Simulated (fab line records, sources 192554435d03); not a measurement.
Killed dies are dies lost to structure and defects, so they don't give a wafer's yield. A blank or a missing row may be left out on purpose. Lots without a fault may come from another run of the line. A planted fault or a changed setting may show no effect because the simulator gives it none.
Chamber matching | flow n5_finfet | N5_BEOL_M6_STRIP_36 on rie_diel-05: 4 sister chambers
The step strips in N2/H2. 27 wafers are shown with their chamber, then 12 later ones without.

WAFERS WITH THEIR CHAMBER
wafer  | chamber | drypump_motor_current_A (A) | showerhead_plenum_p_Torr (Torr) | throttle_valve_pct (%)
L074.1 | 2       | 6.1                         | 2.63                            | 23.9
L074.2 | 1       | 5.5                         | 2.51                            | 23.9
L074.3 | 0       | 5.5                         | 2.67                            | 23.1
L074.4 | 3       | 5.6                         | 2.52                            | 23.8
L074.5 | 0       | 5.5                         | 2.67                            | 23.1
L074.6 | 1       | 5.5                         | 2.51                            | 23.9
L079.1 | 3       | 5.6                         | 2.52                            | 23.8
L079.4 | 0       | 5.5                         | 2.67                            | 23.1
L079.6 | 0       | 5.5                         | 2.67                            | 23.2
L081.2 | 3       | 5.6                         | 2.52                            | 23.8
L081.3 | 1       | 5.5                         | 2.50                            | 23.9
L081.4 | 0       | 5.5                         | 2.67                            | 23.1
L082.1 | 2       | 6.2                         | 2.62                            | 23.9
L082.2 | 1       | 5.5                         | 2.50                            | 23.9
L082.4 | 0       | 5.5                         | 2.66                            | 23.1
L085.4 | 1       | 5.5                         | 2.50                            | 23.9
L085.5 | 1       | 5.5                         | 2.50                            | 23.9
L085.6 | 2       | 6.2                         | 2.62                            | 23.9
L086.1 | 1       | 5.5                         | 2.50                            | 23.9
L086.3 | 0       | 5.5                         | 2.66                            | 23.1
L086.4 | 3       | 5.6                         | 2.51                            | 23.8
L091.1 | 0       | 5.5                         | 2.65                            | 23.1
L091.2 | 2       | 6.2                         | 2.61                            | 23.6
L091.3 | 3       | 5.6                         | 2.51                            | 23.8
L091.4 | 1       | 5.5                         | 2.49                            | 23.9
L091.5 | 3       | 5.6                         | 2.51                            | 23.9
L091.6 | 2       | 6.2                         | 2.61                            | 23.6

SIGNATURES (means of the wafers above)
reading                  | chamber 0 | chamber 1 | chamber 2 | chamber 3 | scatter within a chamber
drypump_motor_current_A  | 5.500     | 5.500     | 6.180     | 5.600     | 0.0187
showerhead_plenum_p_Torr | 2.6650    | 2.5012    | 2.6180    | 2.5150    | 0.00697
throttle_valve_pct       | 23.113    | 23.900    | 23.780    | 23.817    | 0.0737
Rule: a wafer's distance from a chamber is the root of the sum, over the readings, of the square of ((its reading less the chamber's mean) divided by the reading's scatter). The wafer belongs to the nearest chamber; if the next one is less than 2 further off, it can't be placed. The scatter: the root of (the sum of the squares of (reading less its chamber's mean) over the shown wafers, divided by (wafers less chambers)).

WAFERS WITHOUT THEIR CHAMBER
wafer  | drypump_motor_current_A (A) | showerhead_plenum_p_Torr (Torr) | throttle_valve_pct (%)
L093.1 | 5.5                         | 2.65                            | 23.2
L093.2 | 6.2                         | 2.61                            | 23.6
L093.3 | 5.6                         | 2.51                            | 23.8
L093.4 | 6.2                         | 2.61                            | 23.6
L093.5 | 5.5                         | 2.65                            | 23.2
L093.6 | 5.6                         | 2.50                            | 23.9
L095.2 | 5.6                         | 2.50                            | 23.8
L095.3 | 6.2                         | 2.61                            | 23.6
L095.5 | 5.5                         | 2.65                            | 23.2
L096.1 | 5.5                         | 2.65                            | 23.2
L096.2 | 6.1                         | 2.61                            | 23.6
L096.5 | 5.6                         | 2.50                            | 23.9

WHICH CHAMBER EACH WENT THROUGH
wafer  | from the rows above | in truth
L093.1 | 0                   | 0
L093.2 | 2                   | 2
L093.3 | 3                   | 3
L093.4 | 2                   | 2
L093.5 | 0                   | 0
L093.6 | 3                   | 3
L095.2 | 3                   | 3
L095.3 | 2                   | 2
L095.5 | 0                   | 0
L096.1 | 0                   | 0
L096.2 | 2                   | 2
L096.5 | 3                   | 3
Placed correctly: 12 of 12. Can't be placed from these rows: 0. Placed wrongly: 0.
